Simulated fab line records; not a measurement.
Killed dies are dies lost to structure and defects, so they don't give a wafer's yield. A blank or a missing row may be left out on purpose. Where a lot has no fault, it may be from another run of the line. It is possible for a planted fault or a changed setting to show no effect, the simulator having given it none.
Chamber matching || flow nandHarc || 4 sister chambers for NHARC_P_GATE_ETCH_104 on rieDiel-07
The step etches the open film in CF4/CHF3, target depth 60 nm. 16 wafers are shown with their chamber, then 8 later ones without.

EACH WAFER AND ITS CHAMBER
{"wafer": "L747.2", "chamber": 0, "drypumpMotorCurrentA (A)": 5.1, "showerheadPlenumPTorr (Torr)": 1.62, "rfVppV (V)": 371.0}
{"wafer": "L747.4", "chamber": 1, "drypumpMotorCurrentA (A)": 5.5, "showerheadPlenumPTorr (Torr)": 1.68, "rfVppV (V)": 374.8}
{"wafer": "L747.6", "chamber": 1, "drypumpMotorCurrentA (A)": 5.5, "showerheadPlenumPTorr (Torr)": 1.67, "rfVppV (V)": 373.9}
{"wafer": "L749.2", "chamber": 0, "drypumpMotorCurrentA (A)": 5.1, "showerheadPlenumPTorr (Torr)": 1.62, "rfVppV (V)": 372.6}
{"wafer": "L749.3", "chamber": 3, "drypumpMotorCurrentA (A)": 5.6, "showerheadPlenumPTorr (Torr)": 1.68, "rfVppV (V)": 373.5}
{"wafer": "L749.6", "chamber": 1, "drypumpMotorCurrentA (A)": 5.5, "showerheadPlenumPTorr (Torr)": 1.67, "rfVppV (V)": 375.5}
{"wafer": "L754.2", "chamber": 1, "drypumpMotorCurrentA (A)": 5.5, "showerheadPlenumPTorr (Torr)": 1.67, "rfVppV (V)": 375.8}
{"wafer": "L754.4", "chamber": 3, "drypumpMotorCurrentA (A)": 5.6, "showerheadPlenumPTorr (Torr)": 1.68, "rfVppV (V)": 375.4}
{"wafer": "L754.6", "chamber": 2, "drypumpMotorCurrentA (A)": 5.4, "showerheadPlenumPTorr (Torr)": 1.62, "rfVppV (V)": 371.5}
{"wafer": "L761.2", "chamber": 3, "drypumpMotorCurrentA (A)": 5.6, "showerheadPlenumPTorr (Torr)": 1.67, "rfVppV (V)": 373.6}
{"wafer": "L761.5", "chamber": 3, "drypumpMotorCurrentA (A)": 5.6, "showerheadPlenumPTorr (Torr)": 1.67, "rfVppV (V)": 373.6}
{"wafer": "L761.6", "chamber": 2, "drypumpMotorCurrentA (A)": 5.5, "showerheadPlenumPTorr (Torr)": 1.62, "rfVppV (V)": 371.7}
{"wafer": "L765.2", "chamber": 1, "drypumpMotorCurrentA (A)": 5.5, "showerheadPlenumPTorr (Torr)": 1.67, "rfVppV (V)": 374.0}
{"wafer": "L765.3", "chamber": 2, "drypumpMotorCurrentA (A)": 5.4, "showerheadPlenumPTorr (Torr)": 1.62, "rfVppV (V)": 370.3}
{"wafer": "L765.6", "chamber": 3, "drypumpMotorCurrentA (A)": 5.6, "showerheadPlenumPTorr (Torr)": 1.67, "rfVppV (V)": 372.4}
{"wafer": "L767.3", "chamber": 1, "drypumpMotorCurrentA (A)": 5.5, "showerheadPlenumPTorr (Torr)": 1.67, "rfVppV (V)": 373.6}

SIGNATURES (means of the wafers above)
{"reading": "drypumpMotorCurrentA", "chamber 0": 5.100, "chamber 1": 5.500, "chamber 2": 5.433, "chamber 3": 5.600, "scatter within a chamber": 0.0236}
{"reading": "showerheadPlenumPTorr", "chamber 0": 1.6200, "chamber 1": 1.6717, "chamber 2": 1.6200, "chamber 3": 1.6740, "scatter within a chamber": 0.00412}
{"reading": "rfVppV", "chamber 0": 371.800, "chamber 1": 374.600, "chamber 2": 371.167, "chamber 3": 373.700, "scatter within a chamber": 0.966}
Rule: distance of a wafer from a chamber = root of the sum over the readings of ((wafer's reading minus chamber's mean) / reading's scatter) squared. If the next closest chamber is less than 2 further off than the closest, the wafer can't be placed; otherwise it belongs to the closest. The scatter: take each reading less its chamber's mean, square it, sum over the shown wafers, divide by the number of wafers less the number of chambers, and take the root.

WAFERS WHOSE CHAMBER IS MISSING
{"wafer": "L767.4", "drypumpMotorCurrentA (A)": 5.0, "showerheadPlenumPTorr (Torr)": 1.61, "rfVppV (V)": 372.6}
{"wafer": "L767.5", "drypumpMotorCurrentA (A)": 5.1, "showerheadPlenumPTorr (Torr)": 1.61, "rfVppV (V)": 370.3}
{"wafer": "L768.1", "drypumpMotorCurrentA (A)": 5.6, "showerheadPlenumPTorr (Torr)": 1.67, "rfVppV (V)": 375.3}
{"wafer": "L768.2", "drypumpMotorCurrentA (A)": 5.5, "showerheadPlenumPTorr (Torr)": 1.67, "rfVppV (V)": 375.1}
{"wafer": "L768.4", "drypumpMotorCurrentA (A)": 5.5, "showerheadPlenumPTorr (Torr)": 1.67, "rfVppV (V)": 374.6}
{"wafer": "L769.3", "drypumpMotorCurrentA (A)": 5.5, "showerheadPlenumPTorr (Torr)": 1.67, "rfVppV (V)": 374.1}
{"wafer": "L769.5", "drypumpMotorCurrentA (A)": 5.6, "showerheadPlenumPTorr (Torr)": 1.67, "rfVppV (V)": 373.8}
{"wafer": "L769.6", "drypumpMotorCurrentA (A)": 5.1, "showerheadPlenumPTorr (Torr)": 1.61, "rfVppV (V)": 370.4}

CHAMBER TAKEN BY EACH
{"wafer": "L767.4", "from the rows above": 0, "in truth": 0}
{"wafer": "L767.5", "from the rows above": 0, "in truth": 0}
{"wafer": "L768.1", "from the rows above": 3, "in truth": 3}
{"wafer": "L768.2", "from the rows above": 1, "in truth": 1}
{"wafer": "L768.4", "from the rows above": 1, "in truth": 1}
{"wafer": "L769.3", "from the rows above": 1, "in truth": 1}
{"wafer": "L769.5", "from the rows above": 3, "in truth": 3}
{"wafer": "L769.6", "from the rows above": 0, "in truth": 0}
Correctly placed: 8 of 8. Number that these rows cannot place: 0. Number placed wrongly: 0.
